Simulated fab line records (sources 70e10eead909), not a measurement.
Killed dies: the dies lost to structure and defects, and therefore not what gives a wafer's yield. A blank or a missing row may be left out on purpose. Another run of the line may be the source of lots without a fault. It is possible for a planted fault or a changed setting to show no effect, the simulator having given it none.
fab line records :: flow nand_harc
record:
  lots: 6
  wafers: 18
  last_day: 31
route steps=1302 shown A_STAIRCASE@703
lots that met no fault: taken from a fault-free run of the same line
start_h: the number of hours between the record's first day and the start of the first shown wafer of the lot :: wait_h: hours elapsed since this lot's preceding step :: " the same as in the row above :: L1.1+2: a row that stands for several wafers :: - no value, or no start was given :: * or withheld: withheld :: < > ~ a bound
route shown NAME@n: names a module that has steps shown in the file, with the first one's number in the route :: usual: the fault-free wafers' mean and standard deviation :: same: alike in all rows :: chamber/n: place in a boat :: sites: readings site by site :: _std_site: standard deviation across them :: _edge_site: mean of outer sites minus mean of inner sites :: radius_mm: how far each site lies from the wafer's centre :: mask NAME#n: copy n :: behind: the last tool/chamber to shape the wafer :: hold: reason for holding the lot/hours on hold/outcome of the hold :: device: the transistor (n, p or np) that didn't switch :: end of line: the same wafers' tests at the end of the route :: a step given without rows: its recipe and nothing more :: killed: not the wafer's yield, but the dies lost to structure and defects at the first sort :: map: a wafer's dies, marking killed ones x, the rest . and places with no die _
set.NAME: setting as actually run; set.NAME@STEP: the setting as run at that earlier step :: model.NAME: the simulator's own value behind a step, which no gauge read
lots seen at some steps along the route; tables by step, rows by wafer
services: from which hour (start_h, from the record's first day; less than 0 if before it) a tool's chamber was out of use, for how many hours, and why
== steps ==
step: NHARC_A_STAIRCASE_TRIM_189
recipe:
  time_s: 211.2
  o2_flow_sccm: 500
  ar_flow_sccm: 0
  bias_w: 0
  chemistry: O2
step: NHARC_A_STAIRCASE_ETCH_190
recipe:
  target_depth_a: 1000
  time_s: 40.5
  ion_energy_ev: 400
  c4f8_flow_sccm: 20
  o2_flow_sccm: 10
  ar_flow_sccm: withheld
  rf_w: 600
  bias_w: 1000
  chemistry: C4F8/O2
step: NHARC_A_STAIRCASE_TRIM_191
recipe:
  time_s: 211.2
  o2_flow_sccm: 500
  ar_flow_sccm: 0
  bias_w: 0
  chemistry: O2
step: NHARC_A_STAIRCASE_ETCH_192
recipe:
  target_depth_a: 1000
  time_s: 40.5
  ion_energy_ev: 400
  c4f8_flow_sccm: 20
  o2_flow_sccm: 10
  ar_flow_sccm: withheld
  rf_w: 600
  bias_w: 1000
  chemistry: C4F8/O2
usual:
  oes_product_au: 0.942/0.012
  rf_fwd_power_W: 592.5/2.5
  rf_vpp_V: 896/5.2
lot.wafer: L441.3
tool: rie_diel-06
chamber: 1
start_h: -
wait_h: -
oes_product_au: 0.916
rf_fwd_power_W: 590.5
rf_hours_counter_h: 29
rf_vpp_V: 899

lot.wafer: L441.1
tool: rie_diel-06
chamber: 3
start_h: -
wait_h: -
oes_product_au: 0.945
rf_fwd_power_W: 594.2
rf_hours_counter_h: 32
rf_vpp_V: 887

lot.wafer: L441.5
tool: rie_diel-06
chamber: 1
start_h: -
wait_h: -
oes_product_au: 0.932
rf_fwd_power_W: 591.6
rf_hours_counter_h: -
rf_vpp_V: 899

lot.wafer: L442.2
tool: rie_diel-06
chamber: 2
start_h: -
wait_h: -
oes_product_au: 0.940
rf_fwd_power_W: 591.7
rf_hours_counter_h: 45
rf_vpp_V: 895

lot.wafer: L442.3
tool: rie_diel-06
chamber: 0
start_h: -
wait_h: -
oes_product_au: 0.961
rf_fwd_power_W: 589.6
rf_hours_counter_h: 35
rf_vpp_V: 901

lot.wafer: L442.5
tool: rie_diel-06
chamber: 3
start_h: -
wait_h: -
oes_product_au: 0.942
rf_fwd_power_W: 592.9
rf_hours_counter_h: -
rf_vpp_V: 887

lot.wafer: L453.3
tool: rie_diel-06
chamber: 1
start_h: -
wait_h: -
oes_product_au: 0.933
rf_fwd_power_W: 592.2
rf_hours_counter_h: 9
rf_vpp_V: 899

lot.wafer: L453.1
tool: rie_diel-06
chamber: 3
start_h: -
wait_h: -
oes_product_au: 0.953
rf_fwd_power_W: 591.8
rf_hours_counter_h: 8
rf_vpp_V: 905

lot.wafer: L453.6
tool: rie_diel-06
chamber: 2
start_h: -
wait_h: -
oes_product_au: 0.928
rf_fwd_power_W: 594.5
rf_hours_counter_h: -
rf_vpp_V: 895

lot.wafer: L452.4
tool: rie_diel-01
chamber: 2
start_h: -
wait_h: -
oes_product_au: 0.920
rf_fwd_power_W: 592.7
rf_hours_counter_h: 46
rf_vpp_V: 895

lot.wafer: L452.1
tool: rie_diel-01
chamber: 0
start_h: -
wait_h: -
oes_product_au: 0.938
rf_fwd_power_W: 590.7
rf_hours_counter_h: 42
rf_vpp_V: 895

lot.wafer: L452.5
tool: rie_diel-01
chamber: 1
start_h: -
wait_h: -
oes_product_au: 0.945
rf_fwd_power_W: 593.4
rf_hours_counter_h: -
rf_vpp_V: 896

lot.wafer: L454.1
tool: rie_diel-06
chamber: 2
start_h: -
wait_h: -
oes_product_au: 0.958
rf_fwd_power_W: 591.7
rf_hours_counter_h: 16
rf_vpp_V: 895

lot.wafer: L454.3
tool: rie_diel-06
chamber: 3
start_h: -
wait_h: -
oes_product_au: 0.944
rf_fwd_power_W: 591.2
rf_hours_counter_h: 18
rf_vpp_V: 906

lot.wafer: L454.4
tool: rie_diel-06
chamber: 1
start_h: -
wait_h: -
oes_product_au: 0.966
rf_fwd_power_W: 591.6
rf_hours_counter_h: 15
rf_vpp_V: 899

lot.wafer: L455.3
tool: rie_diel-01
chamber: 3
start_h: -
wait_h: -
oes_product_au: 0.928
rf_fwd_power_W: 590.7
rf_hours_counter_h: 48
rf_vpp_V: 889

lot.wafer: L455.5
tool: rie_diel-01
chamber: 2
start_h: -
wait_h: -
oes_product_au: 0.923
rf_fwd_power_W: 592.2
rf_hours_counter_h: -
rf_vpp_V: 893

lot.wafer: L455.6
tool: rie_diel-01
chamber: 3
start_h: -
wait_h: -
oes_product_au: 0.935
rf_fwd_power_W: 596.1
rf_hours_counter_h: -
rf_vpp_V: 889
step: NHARC_A_STAIRCASE_TRIM_193
recipe:
  time_s: 211.2
  o2_flow_sccm: 500
  ar_flow_sccm: 0
  bias_w: 0
  chemistry: O2
step: NHARC_A_STAIRCASE_ETCH_194
recipe:
  target_depth_a: 1000
  time_s: 40.5
  ion_energy_ev: 400
  c4f8_flow_sccm: 20
  o2_flow_sccm: 10
  ar_flow_sccm: withheld
  rf_w: 600
  bias_w: 1000
  chemistry: C4F8/O2
usual:
  oes_product_au: 0.942/0.011
  rf_fwd_power_W: 592.8/2.4
  rf_vpp_V: 896/5.3
lot.wafer: L441.1
tool: rie_diel-06
chamber: 3
start_h: -
wait_h: -
oes_product_au: 0.931
rf_fwd_power_W: 591.7
rf_hours_counter_h: 32
rf_vpp_V: 885

lot.wafer: L441.3
tool: rie_diel-06
chamber: 0
start_h: -
wait_h: -
oes_product_au: 0.943
rf_fwd_power_W: 595.8
rf_hours_counter_h: 26
rf_vpp_V: 901

lot.wafer: L441.5
tool: rie_diel-06
chamber: 3
start_h: -
wait_h: -
oes_product_au: 0.943
rf_fwd_power_W: 594.6
rf_hours_counter_h: -
rf_vpp_V: 887

lot.wafer: L442.3
tool: rie_diel-06
chamber: 1
start_h: -
wait_h: -
oes_product_au: 0.921
rf_fwd_power_W: 594.1
rf_hours_counter_h: 41
rf_vpp_V: 898

lot.wafer: L442.2
tool: rie_diel-06
chamber: 0
start_h: -
wait_h: -
oes_product_au: 0.945
rf_fwd_power_W: 595.7
rf_hours_counter_h: 35
rf_vpp_V: 900

lot.wafer: L442.5
tool: rie_diel-06
chamber: 2
start_h: -
wait_h: -
oes_product_au: 0.951
rf_fwd_power_W: 593.1
rf_hours_counter_h: -
rf_vpp_V: 895

lot.wafer: L453.1
tool: rie_diel-06
chamber: 3
start_h: -
wait_h: -
oes_product_au: 0.948
rf_fwd_power_W: 594.1
rf_hours_counter_h: 8
rf_vpp_V: 906

lot.wafer: L453.3
tool: rie_diel-06
chamber: 0
start_h: -
wait_h: -
oes_product_au: 0.939
rf_fwd_power_W: 593.9
rf_hours_counter_h: 10
rf_vpp_V: 900

lot.wafer: L453.6
tool: rie_diel-06
chamber: 2
start_h: -
wait_h: -
oes_product_au: 0.934
rf_fwd_power_W: 593.0
rf_hours_counter_h: -
rf_vpp_V: 892

lot.wafer: L452.4
tool: rie_diel-01
chamber: 0
start_h: -
wait_h: -
oes_product_au: 0.941
rf_fwd_power_W: 593.6
rf_hours_counter_h: 42
rf_vpp_V: 896

lot.wafer: L452.1
tool: rie_diel-01
chamber: 2
start_h: -
wait_h: -
oes_product_au: 0.930
rf_fwd_power_W: 592.5
rf_hours_counter_h: 46
rf_vpp_V: 894

lot.wafer: L452.5
tool: rie_diel-01
chamber: 0
start_h: -
wait_h: -
oes_product_au: 0.939
rf_fwd_power_W: 591.5
rf_hours_counter_h: -
rf_vpp_V: 895

lot.wafer: L454.4
tool: rie_diel-06
chamber: 3
start_h: -
wait_h: -
oes_product_au: 0.958
rf_fwd_power_W: 594.0
rf_hours_counter_h: 18
rf_vpp_V: 906

lot.wafer: L454.1
tool: rie_diel-06
chamber: 0
start_h: -
wait_h: -
oes_product_au: 0.958
rf_fwd_power_W: 596.4
rf_hours_counter_h: 17
rf_vpp_V: 900

lot.wafer: L454.3
tool: rie_diel-06
chamber: 2
start_h: -
wait_h: -
oes_product_au: 0.956
rf_fwd_power_W: 592.6
rf_hours_counter_h: 16
rf_vpp_V: 892

lot.wafer: L455.3
tool: rie_diel-01
chamber: 1
start_h: -
wait_h: -
oes_product_au: 0.949
rf_fwd_power_W: 593.7
rf_hours_counter_h: 51
rf_vpp_V: 897

lot.wafer: L455.6
tool: rie_diel-01
chamber: 1
start_h: -
wait_h: -
oes_product_au: 0.954
rf_fwd_power_W: 591.1
rf_hours_counter_h: -
rf_vpp_V: 896

lot.wafer: L455.5
tool: rie_diel-01
chamber: 2
start_h: -
wait_h: -
oes_product_au: 0.943
rf_fwd_power_W: 595.5
rf_hours_counter_h: -
rf_vpp_V: 893
step: NHARC_A_STAIRCASE_TRIM_196
recipe:
  time_s: 211.2
  o2_flow_sccm: 500
  ar_flow_sccm: 0
  bias_w: 0
  chemistry: O2
usual:
  drypump_motor_current_A: 5.6/0.64
  oes_product_au: 0.998/0.01
  rf_vpp_V: 57.9/0.78
  showerhead_plenum_p_Torr: 3.51/0.13
  throttle_valve_pct: 17.037/0.0096
lot.wafer: L441.1
tool: rie_diel-01
chamber: 2
start_h: 405.06
wait_h: 0.1
drypump_motor_current_A: 5.7
oes_product_au: 0.986
rf_hours_counter_h: 5
rf_vpp_V: 58.2
showerhead_plenum_p_Torr: 3.51
throttle_valve_pct: 17.029

lot.wafer: L441.3
tool: rie_diel-01
chamber: 0
start_h: 405.06
wait_h: 0.1
drypump_motor_current_A: 5.5
oes_product_au: 0.990
rf_hours_counter_h: 4
rf_vpp_V: 57.7
showerhead_plenum_p_Torr: 3.53
throttle_valve_pct: 17.045

lot.wafer: L441.5
tool: rie_diel-01
chamber: 2
start_h: 405.06
wait_h: 0.1
drypump_motor_current_A: 5.7
oes_product_au: 0.986
rf_hours_counter_h: -
rf_vpp_V: 57.3
showerhead_plenum_p_Torr: 3.51
throttle_valve_pct: 17.034

lot.wafer: L442.3
tool: rie_diel-06
chamber: 1
start_h: 420.45
wait_h: 0.1
drypump_motor_current_A: 5.5
oes_product_au: 0.982
rf_hours_counter_h: 41
rf_vpp_V: 59.5
showerhead_plenum_p_Torr: 3.60
throttle_valve_pct: 17.039

lot.wafer: L442.2
tool: rie_diel-06
chamber: 0
start_h: 420.45
wait_h: 0.1
drypump_motor_current_A: 5.6
oes_product_au: 1.002
rf_hours_counter_h: 35
rf_vpp_V: 58.6
showerhead_plenum_p_Torr: 3.67
throttle_valve_pct: 17.029

lot.wafer: L442.5
tool: rie_diel-06
chamber: 2
start_h: 420.45
wait_h: 0.1
drypump_motor_current_A: 5.1
oes_product_au: 1.005
rf_hours_counter_h: -
rf_vpp_V: 59.1
showerhead_plenum_p_Torr: 3.48
throttle_valve_pct: 17.051

lot.wafer: L453.3
tool: rie_diel-01
chamber: 1
start_h: 516.16
wait_h: 0.1
drypump_motor_current_A: 6.7
oes_product_au: 1.020
rf_hours_counter_h: 41
rf_vpp_V: 58.5
showerhead_plenum_p_Torr: 3.55
throttle_valve_pct: 17.033

lot.wafer: L453.1
tool: rie_diel-01
chamber: 0
start_h: 516.16
wait_h: 0.1
drypump_motor_current_A: 5.5
oes_product_au: 0.987
rf_hours_counter_h: 42
rf_vpp_V: 56.6
showerhead_plenum_p_Torr: 3.50
throttle_valve_pct: 17.026

lot.wafer: L453.6
tool: rie_diel-01
chamber: 2
start_h: 516.16
wait_h: 0.1
drypump_motor_current_A: 5.7
oes_product_au: 0.984
rf_hours_counter_h: -
rf_vpp_V: 57.2
showerhead_plenum_p_Torr: 3.49
throttle_valve_pct: 17.056

lot.wafer: L452.1
tool: rie_diel-01
chamber: 1
start_h: 517.29
wait_h: 0.1
drypump_motor_current_A: 6.7
oes_product_au: 1.004
rf_hours_counter_h: 42
rf_vpp_V: 58.0
showerhead_plenum_p_Torr: 3.55
throttle_valve_pct: 17.028

lot.wafer: L452.4
tool: rie_diel-01
chamber: 3
start_h: 517.29
wait_h: 0.1
drypump_motor_current_A: 4.9
oes_product_au: 1.002
rf_hours_counter_h: 42
rf_vpp_V: 57.3
showerhead_plenum_p_Torr: 3.34
throttle_valve_pct: 17.019

lot.wafer: L452.5
tool: rie_diel-01
chamber: 0
start_h: 517.29
wait_h: 0.1
drypump_motor_current_A: 5.5
oes_product_au: 0.989
rf_hours_counter_h: -
rf_vpp_V: 57.9
showerhead_plenum_p_Torr: 3.50
throttle_valve_pct: 17.029

lot.wafer: L454.4
tool: rie_diel-06
chamber: 0
start_h: 541.30
wait_h: 0.1
drypump_motor_current_A: 5.6
oes_product_au: 1.004
rf_hours_counter_h: 17
rf_vpp_V: 57.5
showerhead_plenum_p_Torr: 3.65
throttle_valve_pct: 17.042

lot.wafer: L454.1
tool: rie_diel-06
chamber: 1
start_h: 541.30
wait_h: 0.1
drypump_motor_current_A: 5.5
oes_product_au: 1.003
rf_hours_counter_h: 15
rf_vpp_V: 58.1
showerhead_plenum_p_Torr: 3.58
throttle_valve_pct: 17.043

lot.wafer: L454.3
tool: rie_diel-06
chamber: 2
start_h: 541.30
wait_h: 0.1
drypump_motor_current_A: 5.0
oes_product_au: 1.003
rf_hours_counter_h: 16
rf_vpp_V: 57.7
showerhead_plenum_p_Torr: 3.46
throttle_valve_pct: 17.039

lot.wafer: L455.3
tool: rie_diel-06
chamber: 3
start_h: 544.82
wait_h: 0.1
drypump_motor_current_A: 6.5
oes_product_au: 1.008
rf_hours_counter_h: 19
rf_vpp_V: 58.1
showerhead_plenum_p_Torr: 3.80
throttle_valve_pct: 17.035

lot.wafer: L455.6
tool: rie_diel-06
chamber: 2
start_h: 544.82
wait_h: 0.1
drypump_motor_current_A: 5.0
oes_product_au: 1.007
rf_hours_counter_h: -
rf_vpp_V: 58.3
showerhead_plenum_p_Torr: 3.46
throttle_valve_pct: 17.032

lot.wafer: L455.5
tool: rie_diel-06
chamber: 3
start_h: 544.82
wait_h: 0.1
drypump_motor_current_A: 6.5
oes_product_au: 1.003
rf_hours_counter_h: -
rf_vpp_V: 57.8
showerhead_plenum_p_Torr: 3.80
throttle_valve_pct: 17.038
step: NHARC_A_STAIRCASE_ETCH_197
recipe:
  target_depth_a: 1000
  time_s: 40.5
  ion_energy_ev: 400
  c4f8_flow_sccm: 20
  o2_flow_sccm: 10
  ar_flow_sccm: withheld
  rf_w: 600
  bias_w: 1000
  chemistry: C4F8/O2
usual:
  oes_product_au: 0.947/0.017
  rf_fwd_power_W: 592.9/2.6
  rf_vpp_V: 895/4.9
lot.wafer: L441.1
tool: rie_diel-01
chamber: 1
start_h: -
wait_h: -
oes_product_au: 0.990
rf_fwd_power_W: 597.1
rf_hours_counter_h: 4
rf_vpp_V: 897

lot.wafer: L441.3
tool: rie_diel-01
chamber: 2
start_h: -
wait_h: -
oes_product_au: 0.954
rf_fwd_power_W: 592.5
rf_hours_counter_h: 5
rf_vpp_V: 895

lot.wafer: L441.5
tool: rie_diel-01
chamber: 1
start_h: -
wait_h: -
oes_product_au: 0.980
rf_fwd_power_W: 594.6
rf_hours_counter_h: -
rf_vpp_V: 897

lot.wafer: L442.3
tool: rie_diel-06
chamber: 0
start_h: -
wait_h: -
oes_product_au: 0.954
rf_fwd_power_W: 594.9
rf_hours_counter_h: 35
rf_vpp_V: 902

lot.wafer: L442.2
tool: rie_diel-06
chamber: 1
start_h: -
wait_h: -
oes_product_au: 0.932
rf_fwd_power_W: 594.3
rf_hours_counter_h: 41
rf_vpp_V: 900

lot.wafer: L442.5
tool: rie_diel-06
chamber: 0
start_h: -
wait_h: -
oes_product_au: 0.945
rf_fwd_power_W: 594.0
rf_hours_counter_h: -
rf_vpp_V: 902

lot.wafer: L453.1
tool: rie_diel-01
chamber: 0
start_h: -
wait_h: -
oes_product_au: 0.916
rf_fwd_power_W: 592.5
rf_hours_counter_h: 42
rf_vpp_V: 895

lot.wafer: L453.3
tool: rie_diel-01
chamber: 1
start_h: -
wait_h: -
oes_product_au: 0.934
rf_fwd_power_W: 594.1
rf_hours_counter_h: 41
rf_vpp_V: 897

lot.wafer: L453.6
tool: rie_diel-01
chamber: 0
start_h: -
wait_h: -
oes_product_au: 0.914
rf_fwd_power_W: 590.3
rf_hours_counter_h: -
rf_vpp_V: 896

lot.wafer: L452.1
tool: rie_diel-01
chamber: 0
start_h: -
wait_h: -
oes_product_au: 0.928
rf_fwd_power_W: 591.8
rf_hours_counter_h: 43
rf_vpp_V: 896

lot.wafer: L452.4
tool: rie_diel-01
chamber: 1
start_h: -
wait_h: -
oes_product_au: 0.945
rf_fwd_power_W: 594.9
rf_hours_counter_h: 42
rf_vpp_V: 898

lot.wafer: L452.5
tool: rie_diel-01
chamber: 1
start_h: -
wait_h: -
oes_product_au: 0.941
rf_fwd_power_W: 594.0
rf_hours_counter_h: -
rf_vpp_V: 894

lot.wafer: L454.4
tool: rie_diel-06
chamber: 0
start_h: -
wait_h: -
oes_product_au: 0.943
rf_fwd_power_W: 594.8
rf_hours_counter_h: 17
rf_vpp_V: 901

lot.wafer: L454.3
tool: rie_diel-06
chamber: 2
start_h: -
wait_h: -
oes_product_au: 0.946
rf_fwd_power_W: 596.7
rf_hours_counter_h: 17
rf_vpp_V: 894

lot.wafer: L454.1
tool: rie_diel-06
chamber: 3
start_h: -
wait_h: -
oes_product_au: 0.960
rf_fwd_power_W: 591.9
rf_hours_counter_h: 18
rf_vpp_V: 906

lot.wafer: L455.3
tool: rie_diel-06
chamber: 1
start_h: -
wait_h: -
oes_product_au: 0.930
rf_fwd_power_W: 590.8
rf_hours_counter_h: 16
rf_vpp_V: 899

lot.wafer: L455.6
tool: rie_diel-06
chamber: 1
start_h: -
wait_h: -
oes_product_au: 0.924
rf_fwd_power_W: 591.4
rf_hours_counter_h: -
rf_vpp_V: 897

lot.wafer: L455.5
tool: rie_diel-06
chamber: 2
start_h: -
wait_h: -
oes_product_au: 0.929
rf_fwd_power_W: 596.9
rf_hours_counter_h: -
rf_vpp_V: 894
step: NHARC_A_STAIRCASE_TRIM_198
recipe:
  time_s: 211.2
  o2_flow_sccm: 500
  ar_flow_sccm: 0
  bias_w: 0
  chemistry: O2
step: NHARC_A_STAIRCASE_ETCH_199
recipe:
  target_depth_a: 1000
  time_s: 40.5
  ion_energy_ev: 400
  c4f8_flow_sccm: 20
  o2_flow_sccm: 10
  ar_flow_sccm: withheld
  rf_w: 600
  bias_w: 1000
  chemistry: C4F8/O2
usual:
  oes_product_au: 0.947/0.013
  rf_fwd_power_W: 592.9/2.6
  rf_vpp_V: 895/4.7
lot.wafer: L441.3
tool: rie_diel-01
chamber: 1
start_h: -
wait_h: -
oes_product_au: 0.969
rf_fwd_power_W: 593.7
rf_hours_counter_h: 4
rf_vpp_V: 897

lot.wafer: L441.1
tool: rie_diel-01
chamber: 3
start_h: -
wait_h: -
oes_product_au: 0.947
rf_fwd_power_W: 594.9
rf_hours_counter_h: 4
rf_vpp_V: 891

lot.wafer: L441.5
tool: rie_diel-01
chamber: 2
start_h: -
wait_h: -
oes_product_au: 0.928
rf_fwd_power_W: 592.0
rf_hours_counter_h: -
rf_vpp_V: 896

lot.wafer: L442.3
tool: rie_diel-06
chamber: 1
start_h: -
wait_h: -
oes_product_au: 0.932
rf_fwd_power_W: 591.9
rf_hours_counter_h: 41
rf_vpp_V: 898

lot.wafer: L442.2
tool: rie_diel-06
chamber: 2
start_h: -
wait_h: -
oes_product_au: 0.953
rf_fwd_power_W: 593.3
rf_hours_counter_h: 45
rf_vpp_V: 895

lot.wafer: L442.5
tool: rie_diel-06
chamber: 1
start_h: -
wait_h: -
oes_product_au: 0.927
rf_fwd_power_W: 591.6
rf_hours_counter_h: -
rf_vpp_V: 898

lot.wafer: L453.3
tool: rie_diel-01
chamber: 1
start_h: -
wait_h: -
oes_product_au: 0.935
rf_fwd_power_W: 593.0
rf_hours_counter_h: 42
rf_vpp_V: 897

lot.wafer: L453.1
tool: rie_diel-01
chamber: 3
start_h: -
wait_h: -
oes_product_au: 0.925
rf_fwd_power_W: 596.7
rf_hours_counter_h: 42
rf_vpp_V: 888

lot.wafer: L453.6
tool: rie_diel-01
chamber: 0
start_h: -
wait_h: -
oes_product_au: 0.919
rf_fwd_power_W: 594.1
rf_hours_counter_h: -
rf_vpp_V: 895

lot.wafer: L452.4
tool: rie_diel-01
chamber: 2
start_h: -
wait_h: -
oes_product_au: 0.941
rf_fwd_power_W: 594.5
rf_hours_counter_h: 46
rf_vpp_V: 897

lot.wafer: L452.1
tool: rie_diel-01
chamber: 0
start_h: -
wait_h: -
oes_product_au: 0.941
rf_fwd_power_W: 590.9
rf_hours_counter_h: 43
rf_vpp_V: 895

lot.wafer: L452.5
tool: rie_diel-01
chamber: 1
start_h: -
wait_h: -
oes_product_au: 0.955
rf_fwd_power_W: 592.8
rf_hours_counter_h: -
rf_vpp_V: 896

lot.wafer: L454.3
tool: rie_diel-06
chamber: 3
start_h: -
wait_h: -
oes_product_au: 0.954
rf_fwd_power_W: 596.8
rf_hours_counter_h: 18
rf_vpp_V: 905

lot.wafer: L454.1
tool: rie_diel-06
chamber: 0
start_h: -
wait_h: -
oes_product_au: 0.964
rf_fwd_power_W: 597.6
rf_hours_counter_h: 17
rf_vpp_V: 900

lot.wafer: L454.4
tool: rie_diel-06
chamber: 1
start_h: -
wait_h: -
oes_product_au: 0.965
rf_fwd_power_W: 590.4
rf_hours_counter_h: 16
rf_vpp_V: 898

lot.wafer: L455.3
tool: rie_diel-06
chamber: 1
start_h: -
wait_h: -
oes_product_au: 0.952
rf_fwd_power_W: 592.1
rf_hours_counter_h: 16
rf_vpp_V: 897

lot.wafer: L455.5
tool: rie_diel-06
chamber: 0
start_h: -
wait_h: -
oes_product_au: 0.938
rf_fwd_power_W: 593.4
rf_hours_counter_h: -
rf_vpp_V: 899

lot.wafer: L455.6
tool: rie_diel-06
chamber: 1
start_h: -
wait_h: -
oes_product_au: 0.957
rf_fwd_power_W: 591.8
rf_hours_counter_h: -
rf_vpp_V: 898
step: NHARC_A_STAIRCASE_TRIM_200
recipe:
  time_s: 211.2
  o2_flow_sccm: 500
  ar_flow_sccm: 0
  bias_w: 0
  chemistry: O2
step: NHARC_A_STAIRCASE_ETCH_201
recipe:
  target_depth_a: 1000
  time_s: 40.5
  ion_energy_ev: 400
  c4f8_flow_sccm: 20
  o2_flow_sccm: 10
  ar_flow_sccm: withheld
  rf_w: 600
  bias_w: 1000
  chemistry: C4F8/O2
usual:
  oes_product_au: 0.943/0.012
  rf_fwd_power_W: 592.8/2.6
  rf_vpp_V: 895/4.9
lot.wafer: L441.3
tool: rie_diel-01
chamber: 3
start_h: 405.72
wait_h: -
oes_product_au: 0.957
rf_fwd_power_W: 594.2
rf_hours_counter_h: 5
rf_vpp_V: 889

lot.wafer: L441.1
tool: rie_diel-01
chamber: 1
start_h: 405.72
wait_h: -
oes_product_au: 0.955
rf_fwd_power_W: 594.4
rf_hours_counter_h: 5
rf_vpp_V: 897

lot.wafer: L441.5
tool: rie_diel-01
chamber: 0
start_h: 405.72
wait_h: -
oes_product_au: 0.943
rf_fwd_power_W: 592.4
rf_hours_counter_h: -
rf_vpp_V: 895

lot.wafer: L442.2
tool: rie_diel-06
chamber: 1
start_h: 421.11
wait_h: -
oes_product_au: 0.917
rf_fwd_power_W: 591.4
rf_hours_counter_h: 42
rf_vpp_V: 899

lot.wafer: L442.3
tool: rie_diel-06
chamber: 3
start_h: 421.11
wait_h: -
oes_product_au: 0.946
rf_fwd_power_W: 594.7
rf_hours_counter_h: 39
rf_vpp_V: 886

lot.wafer: L442.5
tool: rie_diel-06
chamber: 1
start_h: 421.11
wait_h: -
oes_product_au: 0.926
rf_fwd_power_W: 590.8
rf_hours_counter_h: -
rf_vpp_V: 900

lot.wafer: L453.1
tool: rie_diel-01
chamber: 1
start_h: 516.89
wait_h: -
oes_product_au: 1.025
rf_fwd_power_W: 688.1
rf_hours_counter_h: 42
rf_vpp_V: 897

lot.wafer: L453.3
tool: rie_diel-01
chamber: 2
start_h: 516.89
wait_h: -
oes_product_au: 1.017
rf_fwd_power_W: 688.4
rf_hours_counter_h: 46
rf_vpp_V: 896

lot.wafer: L453.6
tool: rie_diel-01
chamber: 2
start_h: 516.89
wait_h: -
oes_product_au: 1.011
rf_fwd_power_W: 690.0
rf_hours_counter_h: -
rf_vpp_V: 895

lot.wafer: L452.4
tool: rie_diel-01
chamber: 2
start_h: 517.92
wait_h: -
oes_product_au: 1.018
rf_fwd_power_W: 689.2
rf_hours_counter_h: 46
rf_vpp_V: 895

lot.wafer: L452.1
tool: rie_diel-01
chamber: 1
start_h: 517.92
wait_h: -
oes_product_au: 1.055
rf_fwd_power_W: 692.3
rf_hours_counter_h: 43
rf_vpp_V: 896

lot.wafer: L452.5
tool: rie_diel-01
chamber: 3
start_h: 517.92
wait_h: -
oes_product_au: 1.018
rf_fwd_power_W: 690.4
rf_hours_counter_h: -
rf_vpp_V: 887

lot.wafer: L454.1
tool: rie_diel-06
chamber: 1
start_h: 542.40
wait_h: -
oes_product_au: 0.938
rf_fwd_power_W: 594.4
rf_hours_counter_h: 16
rf_vpp_V: 897

lot.wafer: L454.3
tool: rie_diel-06
chamber: 2
start_h: 542.40
wait_h: -
oes_product_au: 0.929
rf_fwd_power_W: 596.4
rf_hours_counter_h: 17
rf_vpp_V: 895

lot.wafer: L454.4
tool: rie_diel-06
chamber: 3
start_h: 542.40
wait_h: -
oes_product_au: 0.939
rf_fwd_power_W: 592.1
rf_hours_counter_h: 18
rf_vpp_V: 906

lot.wafer: L455.3
tool: rie_diel-06
chamber: 3
start_h: 545.51
wait_h: -
oes_product_au: 0.952
rf_fwd_power_W: 594.8
rf_hours_counter_h: 19
rf_vpp_V: 907

lot.wafer: L455.5
tool: rie_diel-06
chamber: 2
start_h: 545.51
wait_h: -
oes_product_au: 0.941
rf_fwd_power_W: 594.5
rf_hours_counter_h: -
rf_vpp_V: 892

lot.wafer: L455.6
tool: rie_diel-06
chamber: 3
start_h: 545.51
wait_h: -
oes_product_au: 0.943
rf_fwd_power_W: 593.5
rf_hours_counter_h: -
rf_vpp_V: 906
step: NHARC_A_STAIRCASE_TRIM_202
recipe:
  time_s: 211.2
  o2_flow_sccm: 500
  ar_flow_sccm: 0
  bias_w: 0
  chemistry: O2
== services ==
tool: rie_diel-01
chamber: -
start_h: 381.26
hours: 9.0
kind: pm

tool: rie_diel-06
chamber: 0
start_h: 391.26
hours: -
kind: clean

tool: rie_diel-06
chamber: 1
start_h: 391.26
hours: -
kind: clean

tool: rie_diel-06
chamber: 2
start_h: 391.26
hours: -
kind: clean

tool: rie_diel-06
chamber: 3
start_h: 391.26
hours: -
kind: clean

tool: rie_diel-06
chamber: -
start_h: 402.50
hours: 0.5
kind: repair

tool: rie_diel-06
chamber: 0
start_h: 416.74
hours: -
kind: clean

tool: rie_diel-06
chamber: 1
start_h: 416.74
hours: -
kind: clean

tool: rie_diel-06
chamber: 2
start_h: 416.74
hours: -
kind: clean

tool: rie_diel-06
chamber: 3
start_h: 416.74
hours: -
kind: clean

tool: rie_diel-01
chamber: 1
start_h: 441.49
hours: 7.4
kind: repair

tool: rie_diel-06
chamber: 0
start_h: 441.94
hours: -
kind: clean

tool: rie_diel-06
chamber: 1
start_h: 441.94
hours: -
kind: clean

tool: rie_diel-06
chamber: 2
start_h: 441.94
hours: -
kind: clean

tool: rie_diel-06
chamber: 3
start_h: 441.94
hours: -
kind: clean

tool: rie_diel-06
chamber: 0
start_h: 466.44
hours: -
kind: clean

tool: rie_diel-06
chamber: 1
start_h: 466.44
hours: -
kind: clean

tool: rie_diel-06
chamber: 2
start_h: 466.44
hours: -
kind: clean

tool: rie_diel-06
chamber: 3
start_h: 466.44
hours: -
kind: clean

tool: rie_diel-06
chamber: 1
start_h: 474.76
hours: -
kind: consumable_replace:focus_ring

tool: rie_diel-06
chamber: 1
start_h: 474.76
hours: 9.0
kind: scheduled_down

tool: rie_diel-06
chamber: 1
start_h: 474.76
hours: 9.0
kind: vent_cycle

tool: rie_diel-06
chamber: -
start_h: 484.25
hours: 9.0
kind: pm

tool: rie_diel-01
chamber: 3
start_h: 528.71
hours: 7.8
kind: repair
== key ==
first_sign:
  step: NHARC_A_STAIRCASE_ETCH_201
  reading: rf_fwd_power_W
  direction: up
  sigmas: 37
  usual: *
  struck: *
effect:
  step: NHARC_A_STAIRCASE_ETCH_201
  reading: oes_product_au
  direction: up
  sigmas: 6.6
  usual: 0.943
  struck: 1.024
met_at NHARC_A_STAIRCASE_ETCH_201
struck_wafers L452.1,L452.4,L452.5,L453.1,L453.3,L453.6
tester_left_out L452,L453
onset_between 405.72 516.89
fault:
  kind: process_parameter_drift
  tool: rie_diel-01
  chamber: -
  onset_h: 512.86
  steps: NHARC_A_STAIRCASE_ETCH_201
  channel: rf_w
  offset: *
  shape: step
  end_h: 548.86
  acts_in: *
  stated: *
tester_left_out: of these lots the tester's yield and bins aren't shown, on N5 and GAA mostly nor the transistor test; their killed dies are dies lost to structure and defects alone, not to doping, threshold or leakage, so they don't give the yield
